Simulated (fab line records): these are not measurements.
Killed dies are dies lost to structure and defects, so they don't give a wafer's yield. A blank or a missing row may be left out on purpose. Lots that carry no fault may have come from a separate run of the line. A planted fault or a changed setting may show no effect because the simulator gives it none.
Matching of chambers -- flow nandHarc -- rieDiel-06 running NHARC_A_BONDPAD_ETCH_34: 4 sister chambers
The step etches the open film in N2/H2, target depth 60 nm, overetch 18 nm, time 65.91 s. 20 wafers are shown with their chamber, then 9 later ones without.

== WAFERS WITH THEIR CHAMBER ==
wafer,chamber,drypumpMotorCurrentA (A),rfVppV (V),runLengthS (s)
L948.1,0,5.7,427.7,87.0
L948.2,1,5.8,433.6,87.2
L948.5,1,5.7,434.6,87.6
L951.2,3,5.5,425.7,87.1
L951.5,3,5.5,428.1,87.4
L951.6,0,5.7,430.0,87.2
L950.1,1,5.7,433.5,87.9
L950.4,3,5.5,426.4,87.2
L950.5,1,5.8,435.5,87.2
L959.1,0,5.8,428.8,87.0
L959.5,2,6.5,428.7,87.9
L959.6,1,5.8,435.0,87.2
L956.2,0,5.8,430.1,87.0
L956.3,2,6.6,426.4,87.6
L956.4,1,5.8,434.6,87.4
L960.4,1,5.7,433.5,87.8
L960.5,2,6.5,428.5,87.8
L968.1,3,5.5,427.1,87.3
L968.4,0,5.8,428.8,87.2
L968.5,2,6.6,426.2,87.6

SIGNATURES (means of the wafers above)
reading,chamber 0,chamber 1,chamber 2,chamber 3,scatter within a chamber
drypumpMotorCurrentA,5.760,5.757,6.550,5.500,0.0495
rfVppV,429.080,434.329,427.450,426.825,1.01
runLengthS,87.080,87.471,87.725,87.250,0.209
Rule: distance of a wafer from a chamber = root of the sum over the readings of ((wafer's reading minus chamber's mean) / reading's scatter) squared. The wafer belongs to the nearest chamber; if the next one is less than 2 further off, it can't be placed. The scatter: take each reading less its chamber's mean, square it, sum over the shown wafers, divide by the number of wafers less the number of chambers, and take the root.

== WAFERS MISSING THEIR CHAMBER ==
wafer,drypumpMotorCurrentA (A),rfVppV (V),runLengthS (s)
L971.2,6.6,429.0,87.7
L971.5,5.7,435.0,87.6
L971.6,5.8,430.0,87.2
L969.1,5.5,429.0,87.1
L969.2,5.8,429.9,87.3
L969.4,6.6,427.4,87.6
L970.2,5.8,434.2,87.3
L970.4,5.5,427.1,87.2
L970.6,5.5,427.3,87.2

== CHAMBER TAKEN BY EACH ==
wafer,from the rows above,in truth
L971.2,2,2
L971.5,1,1
L971.6,0,0
L969.1,3,3
L969.2,0,0
L969.4,2,2
L970.2,1,1
L970.4,3,3
L970.6,3,3
9 of 9 placed correctly. From these rows, 0 cannot be placed. Wrongly placed: 0.
